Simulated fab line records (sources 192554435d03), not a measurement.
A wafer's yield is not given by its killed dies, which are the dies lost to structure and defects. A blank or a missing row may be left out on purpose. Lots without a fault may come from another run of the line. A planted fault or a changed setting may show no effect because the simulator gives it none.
A lot that was struck, set against a sound lot || flow n5 finfet || 14 out of 1938 route steps
Sound: the wafers L873.3, L873.4, L873.5. Struck: wafers L874.1, L874.2, L874.5. At the end, the cause is stated.
At each step with rows: each side's tool, then ch and its chambers, then its first start. Under that, the readings that differ: sound wafers || struck wafers || difference of the means || sigmas: that difference in standard deviations of wafers without a fault.
alike: readings with means less than 2 such deviations apart, plus words and numbers identical on both sides. not compared: withheld readings, readings lacking a value on some wafer, bounds such as >300 that could conceal the same value, and numbers that have no deviation in the record and whose values overlap.
The two part at a step that has a row with sigmas, a row that says differs or no value, or rows on one side only. Numbers that don't overlap but have no deviation are shown without sigmas and don't part them. Lack of a reading on every wafer of one side parts them only where that side has two or more wafers.

first, 1 step without rows for these wafers: N5_BEOL_M12_PRE_CLEAN_52 (time 15 s).
N5_BEOL_M12_DEP_53: deposits SiCN from 3MS/NH3, target thk 30 nm, time 10.5 s.
  sound on pecvd-02 ch 0,1, day 12 03:37; struck on pecvd-03 ch 0,1, day 12 19:42
  alike: showerhead plenum p Torr, throttle valve pct
  not compared: since wet clean h
N5_BEOL_M12_RS_MEAS_54: a four-point-probe measurement.
  sound: film metro-01 at day 12 03:40; struck: film metro-01 at day 12 19:46
  alike: M12_RS
N5_BEOL_M12_INSPECT_55: inspects for defects (darkfield).
  sound: defect inspect-01 at day 12 03:42; struck: defect inspect-01 at day 12 19:47
  alike: raw defect count
N5_BEOL_M13_ILD_DEP_00: deposits SiOC from DEMS/O2, target thk 837.92 nm, time 166.4 s.
  sound on pecvd-04 ch 0,1,2, day 12 03:44; struck on pecvd-03 ch 0,1, day 12 19:49
  alike: heater power w, showerhead plenum p Torr, throttle valve pct
  not compared: since wet clean h
N5_BEOL_M13_THK_MEAS_01:
  sound: film metro-01 at day 12 03:53; struck: film metro-01 at day 12 19:58
  alike: M13_ILD_THK
then, 6 steps without rows for these wafers: N5_BEOL_M13_COAT_58 (time 60 s, resist thk 89 nm); N5_BEOL_M13_COAT_04 (resist thk 400 nm); N5_BEOL_M13_EBR_06; N5_BEOL_M13_SOFTBAKE_05 (time 60 s); N5_BEOL_M13_EXPOSE_07 (exposes mask V12); N5_BEOL_M13_PEB_08 (peb time 90 s).
N5_BEOL_M13_DEVELOP_09: develop time 45 s.
  sound on litho track-03 ch 0, day 12 04:12; struck on litho track-01, day 12 20:17
  no value came back on the struck wafers for chill plate temp C (C), develop time s (s), developer temp C (C); on the sound wafers chill plate temp C (C) reads 23.16 23.16 23.09
{"reading": "model.coat_of_BEOL_M13_COAT_04.thk nm (nm)", "sound": "387 383.8 386.2", "struck": "398.6 397.8 399", "difference": "+12.8", "sigmas": ""}
then, 1 step without rows for these wafers: N5_BEOL_M13_HARDBAKE_14 (time 120 s).

## WHERE THEY PART
Only at N5_BEOL_M13_DEVELOP_09, as far as this record shows.

WHY: what had been put in by the simulator
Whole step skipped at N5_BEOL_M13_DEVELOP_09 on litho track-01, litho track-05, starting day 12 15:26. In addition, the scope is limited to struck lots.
